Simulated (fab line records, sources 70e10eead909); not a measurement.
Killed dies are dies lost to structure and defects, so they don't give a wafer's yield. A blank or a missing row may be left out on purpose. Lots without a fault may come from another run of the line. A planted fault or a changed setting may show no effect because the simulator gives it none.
fab line records | flow nand_harc
record lots=14 wafers=42 last_day=33
route steps=1302 shown P_CONTACT@234 P_M0@261
lots that met no fault: from a run of the same line without faults
start_h: hours from the record's first day to the start of the lot's first wafer shown | wait_h: hours since the lot's step before | " the same as in the row above | L1.1+2: a row that stands for several wafers | - no value, or no start given | * or withheld: withheld | < > ~ a bound
route shown NAME@n: a module of which the file shows steps, and the number in the route of the first | usual: mean/standard deviation of fault-free wafers | same: alike in all rows | chamber/n: place in a boat | sites: the reading at each site | _std_site: their standard deviation | _edge_site: outer sites' mean less inner sites' | radius_mm: how far each site lies from the wafer's centre | mask NAME#n: copy n | behind: the tool/chamber that last shaped the wafer | hold: why the lot was held/for how many hours/how that ended | device: the transistor (n, p or np) that didn't switch | end of line: the same wafers' tests at the end of the route | a step without rows: its recipe alone | killed: dies lost to structure and defects at the first sort, not the wafer's yield | map: a wafer's dies, x killed, . not, _ none there
set.NAME: the setting as run; set.NAME@STEP: as run at that earlier step | model.NAME: the simulator's own value behind a step, which no gauge read
steps of the route over a sample of lots; a table a step, a row a wafer
services: from which hour (start_h, from the record's first day; less than 0 if before it) a tool's chamber was out of use, for how many hours, and why
## steps
# step NHARC_P_CONTACT_INSPECT_14
# usual raw_defect_count=4.4/2.6
# columns lot.wafer tool chamber start_h wait_h raw_defect_count
L763.2 defect_inspect-01 - 135.35 0.0 4
L763.3 " - " " 3
L763.4 " - " " 4
L764.1 defect_inspect-01 - 146.05 0.0 8
L764.5 " - " " 4
L764.6 " - " " 4
L766.2 defect_inspect-02 - 167.23 0.0 4
L766.5 " - " " 1
L766.6 " - " " 6
L767.1 defect_inspect-01 - 179.49 0.0 2
L767.4 " - " " 6
L767.6 " - " " 2
L768.1 defect_inspect-01 - 186.08 0.0 9
L768.3 " - " " 8
L768.6 " - " " 6
L769.1 defect_inspect-02 - 201.86 0.0 3
L769.2 " - " " 6
L769.4 " - " " 5
L770.1 defect_inspect-02 - 202.25 0.0 3
L770.5 " - " " 2
L770.6 " - " " 4
L772.2 defect_inspect-02 - 234.54 0.0 7
L772.4 " - " " 1
L772.5 " - " " 4
L776.3 defect_inspect-01 - 262.10 0.0 0
L776.5 " - " " 0
L776.6 " - " " 7
L775.1 defect_inspect-01 - 263.23 0.0 3
L775.3 " - " " 3
L775.4 " - " " 6
L777.1 defect_inspect-01 - 286.10 0.0 8
L777.3 " - " " 4
L777.5 " - " " 4
L782.1 defect_inspect-01 - 324.65 0.0 10
L782.2 " - " " 5
L782.5 " - " " 7
L783.1 defect_inspect-02 - 335.35 0.0 2
L783.3 " - " " 4
L783.6 " - " " 4
L784.1 defect_inspect-01 - 349.44 0.0 10
L784.2 " - " " 5
L784.4 " - " " 5
# step NHARC_P_CONTACT_DEGAS_38
# recipe temp_c=300 time_s=60
# usual heater_power_w=452/51
# columns lot.wafer tool chamber start_h wait_h heater_power_w
L763.3 pvd_sputter-02 - 136.99 - 378
L763.4 " - " " 399
L763.2 " - " " 542
L764.1 pvd_sputter-03 - 147.69 - 506
L764.6 " - " " 510
L764.5 " - " " 383
L766.2 pvd_sputter-03 - 168.87 - 522
L766.6 " - " " 516
L766.5 " - " " 399
L767.1 pvd_sputter-02 - 181.16 - 463
L767.4 " - " " 546
L767.6 " - " " 478
L768.1 pvd_sputter-03 - 187.78 - 442
L768.3 " - " " 396
L768.6 " - " " 442
L769.1 pvd_sputter-02 - 203.50 - 550
L769.2 " - " " 391
L769.4 " - " " 388
L770.1 pvd_sputter-01 - 203.89 - 442
L770.5 " - " " 446
L770.6 " - " " 483
L772.4 pvd_sputter-03 - 236.32 - 440
L772.2 " - " " 519
L772.5 " - " " 434
L776.3 pvd_sputter-01 - 263.76 - 476
L776.6 " - " " 434
L776.5 " - " " 477
L775.4 pvd_sputter-02 - 264.87 - 389
L775.1 " - " " 394
L775.3 " - " " 470
L777.1 pvd_sputter-03 - 287.76 - 436
L777.3 " - " " 530
L777.5 " - " " 438
L782.2 pvd_sputter-03 - 326.35 - 533
L782.1 " - " " 392
L782.5 " - " " 391
L783.3 pvd_sputter-03 - 337.00 - 445
L783.1 " - " " 529
L783.6 " - " " 431
L784.4 pvd_sputter-02 - 351.08 - 364
L784.1 " - " " 431
L784.2 " - " " 556
# step NHARC_P_M0_PEB_07
# recipe peb_temp_c=100 peb_time_s=65
# usual exhaust_pa=45.2/0.79 heater_power_total_W=156.7/0.42 plate_temp_C=100.01/0.13
# columns lot.wafer tool chamber start_h wait_h exhaust_pa heater_power_total_W plate_temp_C
L763.2 litho_track-01 0 139.33 0.1 44.5 156.1 99.93
L763.3 " 0 " " 45.2 156.4 99.87
L763.4 " 0 " " 45.3 156.3 100.02
L764.1 litho_track-06 0 150.04 0.1 45.0 156.2 100.10
L764.5 " 0 " " 45.0 156.4 100.01
L764.6 " 0 " " 45.1 156.0 99.92
L766.2 litho_track-06 0 171.21 0.1 45.7 156.6 100.05
L766.5 " 0 " " 45.2 156.1 99.90
L766.6 " 0 " " 46.8 156.6 99.75
L767.1 litho_track-01 0 183.39 0.1 45.3 157.2 100.23
L767.4 " 0 " " 44.5 156.3 100.09
L767.6 " 0 " " 45.4 156.4 100.27
L768.1 litho_track-01 0 190.62 0.1 45.2 157.1 99.94
L768.3 " 0 " " 45.7 156.0 99.91
L768.6 " 0 " " 44.7 156.5 99.93
L769.1 litho_track-06 0 205.82 0.1 45.2 157.1 99.98
L769.2 " 0 " " 44.8 156.2 100.03
L769.4 " 0 " " 43.8 157.1 100.13
L770.1 litho_track-01 0 206.23 0.1 45.3 156.1 100.03
L770.5 " 0 " " 46.4 156.1 100.03
L770.6 " 0 " " 45.7 157.0 99.96
L772.2 litho_track-01 0 238.76 0.1 45.3 156.8 99.95
L772.4 " 0 " " 45.2 156.0 100.02
L772.5 " 0 " " 45.4 155.9 99.87
L776.3 litho_track-01 0 266.13 0.0 43.4 156.9 100.16
L776.5 " 0 " " 43.5 156.8 100.07
L776.6 " 0 " " 44.2 156.9 100.24
L775.1 litho_track-01 0 267.11 0.1 45.1 151.3 97.54
L775.3 " 0 " " 45.6 151.4 97.60
L775.4 " 0 " " 45.3 150.4 97.33
L777.1 litho_track-01 0 290.10 0.1 46.0 150.5 97.30
L777.3 " 0 " " 45.7 150.5 97.36
L777.5 " 0 " " 45.7 151.5 97.10
L782.1 litho_track-06 0 328.66 0.1 45.0 156.1 100.01
L782.2 " 0 " " 46.1 157.2 100.02
L782.5 " 0 " " 44.9 156.1 100.08
L783.1 litho_track-04 0 339.31 0.1 45.2 155.9 99.88
L783.3 " 0 " " 46.1 156.4 100.09
L783.6 " 0 " " 44.5 157.1 99.99
L784.1 litho_track-06 0 353.27 0.1 45.0 156.3 100.07
L784.2 " 0 " " 44.8 156.0 100.06
L784.4 " 0 " " 45.5 157.1 100.11
# step NHARC_P_M0_INSPECT_11
# usual raw_defect_count=5/3.1
# columns lot.wafer tool chamber start_h wait_h raw_defect_count
L763.2 defect_inspect-02 - 139.53 0.0 6
L763.3 " - " " 6
L763.4 " - " " 2
L764.1 defect_inspect-01 - 150.24 0.0 9
L764.5 " - " " 11
L764.6 " - " " 9
L766.2 defect_inspect-01 - 171.41 0.0 1
L766.5 " - " " 4
L766.6 " - " " 7
L767.1 defect_inspect-02 - 183.59 0.0 2
L767.4 " - " " 8
L767.6 " - " " 4
L768.1 defect_inspect-02 - 190.82 0.0 16
L768.3 " - " " 10
L768.6 " - " " 5
L769.1 defect_inspect-02 - 206.03 0.0 3
L769.2 " - " " 5
L769.4 " - " " 5
L770.1 defect_inspect-02 - 206.44 0.0 7
L770.5 " - " " 5
L770.6 " - " " 6
L772.2 defect_inspect-02 - 238.96 0.0 3
L772.4 " - " " 1
L772.5 " - " " 6
L776.3 defect_inspect-01 - 266.33 0.0 0
L776.5 " - " " 0
L776.6 " - " " 2
L775.1 defect_inspect-02 - 267.31 0.0 2
L775.3 " - " " 3
L775.4 " - " " 4
L777.1 defect_inspect-01 - 290.30 0.0 6
L777.3 " - " " 4
L777.5 " - " " 4
L782.1 defect_inspect-02 - 328.87 0.0 11
L782.2 " - " " 6
L782.5 " - " " 5
L783.1 defect_inspect-02 - 339.51 0.0 2
L783.3 " - " " 6
L783.6 " - " " 2
L784.1 defect_inspect-02 - 353.48 0.0 10
L784.2 " - " " 6
L784.4 " - " " 8
## services
# columns tool chamber start_h hours kind
pvd_sputter-01 - 126.84 5.6 repair
litho_track-01 - 155.00 7.0 pm
pvd_sputter-03 - 170.00 10.0 pm
litho_track-06 - 179.00 7.0 pm
litho_track-04 - 203.00 7.0 pm
pvd_sputter-01 - 226.02 10.0 pm
pvd_sputter-03 - 279.82 1.2 repair
pvd_sputter-02 - 282.08 10.0 pm
pvd_sputter-01 - 287.67 6.3 repair
litho_track-01 - 330.00 7.0 pm
pvd_sputter-03 - 338.29 6.5 repair
pvd_sputter-03 - 348.00 10.0 pm
pvd_sputter-01 - 348.72 1.4 repair
## key
first_sign step=NHARC_P_M0_PEB_07 reading=plate_temp_C direction=down sigmas=20 usual=* struck=*
effect step=NHARC_P_M0_PEB_07 reading=heater_power_total_W direction=down sigmas=14 usual=* struck=*
met_at NHARC_P_M0_PEB_07
struck_lots L775,L777
sort_left_out L775.1,L775.3,L775.4,L777.1,L777.3,L777.5
not_acting_at NHARC_P_CONTACT_INSPECT_14,NHARC_P_CONTACT_DEGAS_38,NHARC_P_M0_INSPECT_11
onset_between 266.13 267.11
fault kind=process_parameter_drift tool=litho_track-01 chamber=- onset_h=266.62 steps=NHARC_P_M0_PEB_07 channel=peb_temp_c offset=* shape=step end_h=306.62 acts_in=* stated=*
# sort_left_out: the simulated sort isn't trusted on such a fault, so these wafers' sort isn't shown, and their yield isn't known
